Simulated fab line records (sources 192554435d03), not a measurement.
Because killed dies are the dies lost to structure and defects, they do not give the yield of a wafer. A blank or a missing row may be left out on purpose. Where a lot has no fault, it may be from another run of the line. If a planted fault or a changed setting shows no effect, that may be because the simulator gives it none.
Split-lot study / flow n5-finfet / 7 lots, 21 wafers read, on a route of 1938 steps

== THE SPLIT ==
At N5_BEOL_M5_EXPOSE_08 (exposes mask M5, target cd 28 nm), the setting dose-mj was moved away from the recipe's 35.75 on 5 of the 21 wafers read, by -6.9% to +6.3%. The other wafers ran this setting at the recipe's value.

== FROM THE SPLIT TO THE READING: what the file shows between them, 22 steps ==
- N5_BEOL_M5_PEB_09: peb time 60 s
- N5_BEOL_M5_DEVELOP_10: develop time 30 s
- N5_BEOL_M5_CD_MEAS_11: target cd 27.74 nm
- N5_BEOL_M5_DESCUM_16: chemistry O2, time 7 s
- N5_BEOL_M5_ETCH_72: etches underlayer in N2/H2, target depth 6.5 nm, time 5.2 s
- N5_BEOL_M5_ETCH_61: etches SiARC in CF4, target depth 15.6 nm, time 26 s
- N5_BEOL_M5_ETCH_62: etches SOC in N2/H2, target depth 75 nm, overetch 15 nm, time 112.5 s
- N5_BEOL_M5_STRIP_63: strips in N2/H2
- N5_BEOL_M5_STRIP_73: strips in N2/H2
- N5_BEOL_M5_STRIP_64: strips in CF4
- N5_BEOL_M5_HM_OPEN_17: chemistry Cl2/BCl3, target TiN, target depth 20 nm, overetch 6 nm
- N5_BEOL_M5_STRIP_19: strips in O2
- N5_BEOL_M5_CD_MEAS_18: pitch 56 nm, target cd 28 nm
- N5_BEOL_M5_COAT_65: time 60 s, resist thk 60 nm
- N5_BEOL_M5_COAT_66: time 60 s, resist thk 12 nm
- N5_BEOL_M5_STRIP_69: strips in N2/H2
- N5_BEOL_M5_STRIP_76: strips in N2/H2
- N5_BEOL_M5_VIA_ETCH_34: etches SiCOH lowk in C4F6/O2, target depth 88.3 nm, time 39.2 s
- N5_BEOL_M5_STRIP_85: strips in C4F6/O2
- N5_BEOL_M5_STRIP_36: strips in N2/H2
- N5_BEOL_M5_PRECLEAN_42: cleans in residue remover, time 60 s
- N5_BEOL_M5_SRD_43: time 30 s

== THE READING ==
cd-nm, in nm, at N5_BEOL_M5_CD_MEAS_35 (target cd 28 nm, target cd y 24 nm). A value of 28.20 nm with a standard deviation of 0.26 nm is what fault-free wafers of this fab line usually give.

wafer=L078.2; tool, chamber at the split=euv-scanner-01, 0; dose-mj as run=35.75; against the recipe=recipe; cd-nm, nm=28.58; against lot-mates on the recipe=-
wafer=L078.3; tool, chamber at the split=euv-scanner-01, 0; dose-mj as run=35.04; against the recipe=-2.0%; cd-nm, nm=28.27; against lot-mates on the recipe=-0.31
wafer=L078.4; tool, chamber at the split=euv-scanner-01, 0; dose-mj as run=35.04; against the recipe=-2.0%; cd-nm, nm=28.11; against lot-mates on the recipe=-0.47
wafer=L079.3; tool, chamber at the split=euv-scanner-02, 0; dose-mj as run=35.75; against the recipe=recipe; cd-nm, nm=28.08; against lot-mates on the recipe=-
wafer=L079.4; tool, chamber at the split=euv-scanner-02, 0; dose-mj as run=33.28; against the recipe=-6.9%; cd-nm, nm=27.09; against lot-mates on the recipe=-1.06
wafer=L079.6; tool, chamber at the split=euv-scanner-02, 0; dose-mj as run=35.75; against the recipe=recipe; cd-nm, nm=28.22; against lot-mates on the recipe=-
wafer=L085.2; tool, chamber at the split=euv-scanner-01, 0; dose-mj as run=35.75; against the recipe=recipe; cd-nm, nm=28.17; against lot-mates on the recipe=-
wafer=L085.3; tool, chamber at the split=euv-scanner-01, 0; dose-mj as run=38; against the recipe=+6.3%; cd-nm, nm=29.53; against lot-mates on the recipe=+1.36
wafer=L085.6; tool, chamber at the split=euv-scanner-01, 0; dose-mj as run=38; against the recipe=+6.3%; cd-nm, nm=29.52; against lot-mates on the recipe=+1.35
wafer=L089.1; tool, chamber at the split=euv-scanner-01, 0; dose-mj as run=35.75; against the recipe=recipe; cd-nm, nm=28.19; against lot-mates on the recipe=-
wafer=L089.3; tool, chamber at the split=euv-scanner-01, 0; dose-mj as run=35.75; against the recipe=recipe; cd-nm, nm=28.03; against lot-mates on the recipe=-
wafer=L089.5; tool, chamber at the split=euv-scanner-01, 0; dose-mj as run=35.75; against the recipe=recipe; cd-nm, nm=28.21; against lot-mates on the recipe=-
wafer=L088.2; tool, chamber at the split=euv-scanner-01, 0; dose-mj as run=35.75; against the recipe=recipe; cd-nm, nm=27.74; against lot-mates on the recipe=-
wafer=L088.3; tool, chamber at the split=euv-scanner-01, 0; dose-mj as run=35.75; against the recipe=recipe; cd-nm, nm=28.47; against lot-mates on the recipe=-
wafer=L088.5; tool, chamber at the split=euv-scanner-01, 0; dose-mj as run=35.75; against the recipe=recipe; cd-nm, nm=28.45; against lot-mates on the recipe=-
wafer=L090.3; tool, chamber at the split=euv-scanner-01, 0; dose-mj as run=35.75; against the recipe=recipe; cd-nm, nm=27.79; against lot-mates on the recipe=-
wafer=L090.5; tool, chamber at the split=euv-scanner-01, 0; dose-mj as run=35.75; against the recipe=recipe; cd-nm, nm=28.11; against lot-mates on the recipe=-
wafer=L090.6; tool, chamber at the split=euv-scanner-01, 0; dose-mj as run=35.75; against the recipe=recipe; cd-nm, nm=28.23; against lot-mates on the recipe=-
wafer=L093.2; tool, chamber at the split=euv-scanner-02, 0; dose-mj as run=35.75; against the recipe=recipe; cd-nm, nm=28.00; against lot-mates on the recipe=-
wafer=L093.3; tool, chamber at the split=euv-scanner-02, 0; dose-mj as run=35.75; against the recipe=recipe; cd-nm, nm=28.28; against lot-mates on the recipe=-
wafer=L093.5; tool, chamber at the split=euv-scanner-02, 0; dose-mj as run=35.75; against the recipe=recipe; cd-nm, nm=27.99; against lot-mates on the recipe=-

THE FIT
A straight line over all 21 wafers: cd-nm changes by +0.181 nm for each +1% of dose-mj; r = +0.89; the points scatter about the line by 0.24 nm.
The same after taking each lot's own level away (the mean of its wafers on the recipe; 21 wafers): +0.192 nm for each +1%; r = +0.94; scatter 0.18 nm.
According to that fit, moving dose-mj by its largest amount changes the reading by 1.3 nm.
From 28.043 to 28.580 nm: that is the span of the lots' own levels, equal to 2.1 times the standard deviation above.
The two slopes agree, so the slope changes little with the lot-to-lot level.
Check: -1.47 nm against its lot-mates is what the line predicts for one of the wafers moved furthest among these (-6.9%) when that wafer is left out of the fit. It came out at -1.06 nm against them.

== THE WHOLE CHAIN: every reading that the file lists as answering this split, in the file's order ==
step=N5_BEOL_M5_CD_MEAS_11; what it does=target cd 27.74 nm; reading=cd-nm; change (the file's fit)=+0.262 nm for each +1% of the setting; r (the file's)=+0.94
step=N5_BEOL_M5_DESCUM_16; what it does=chemistry O2, time 7 s; reading=BEOL_M5.cd-nm (the simulator's own value, which no gauge read); change (the file's fit)=+0.226 nm for each +1% of the setting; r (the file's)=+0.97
step=N5_BEOL_M5_ETCH_61; what it does=etches SiARC in CF4, target depth 15.6 nm, time 26 s; reading=BEOL_M5.cd-nm (the simulator's own value, which no gauge read); change (the file's fit)=+0.241 nm for each +1% of the setting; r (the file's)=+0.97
step=N5_BEOL_M5_ETCH_62; what it does=etches SOC in N2/H2, target depth 75 nm, overetch 15 nm, time 112.5 s; reading=BEOL_M5.cd-nm (the simulator's own value, which no gauge read); change (the file's fit)=+0.247 nm for each +1% of the setting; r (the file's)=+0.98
step=N5_BEOL_M5_HM_OPEN_17; what it does=chemistry Cl2/BCl3, target TiN, target depth 20 nm, overetch 6 nm; reading=BEOL_M5.cd-nm (the simulator's own value, which no gauge read); change (the file's fit)=+0.224 nm for each +1% of the setting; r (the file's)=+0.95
step=N5_BEOL_M5_CD_MEAS_18; what it does=pitch 56 nm, target cd 28 nm; reading=cd-nm; change (the file's fit)=+0.238 nm for each +1% of the setting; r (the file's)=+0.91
step=N5_BEOL_M5_VIA_ETCH_34; what it does=etches SiCOH lowk in C4F6/O2, target depth 88.3 nm, time 39.2 s; reading=BEOL_M5.cd-nm (the simulator's own value, which no gauge read); change (the file's fit)=+0.205 nm for each +1% of the setting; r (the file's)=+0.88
step=N5_BEOL_M5_CD_MEAS_35; what it does=target cd 28 nm, target cd y 24 nm; reading=cd-nm; change (the file's fit)=+0.182 nm for each +1% of the setting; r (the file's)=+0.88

== THE FILE'S OWN FIT ==
cd-nm changes by +0.182 nm for each +1% of dose-mj, r = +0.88.
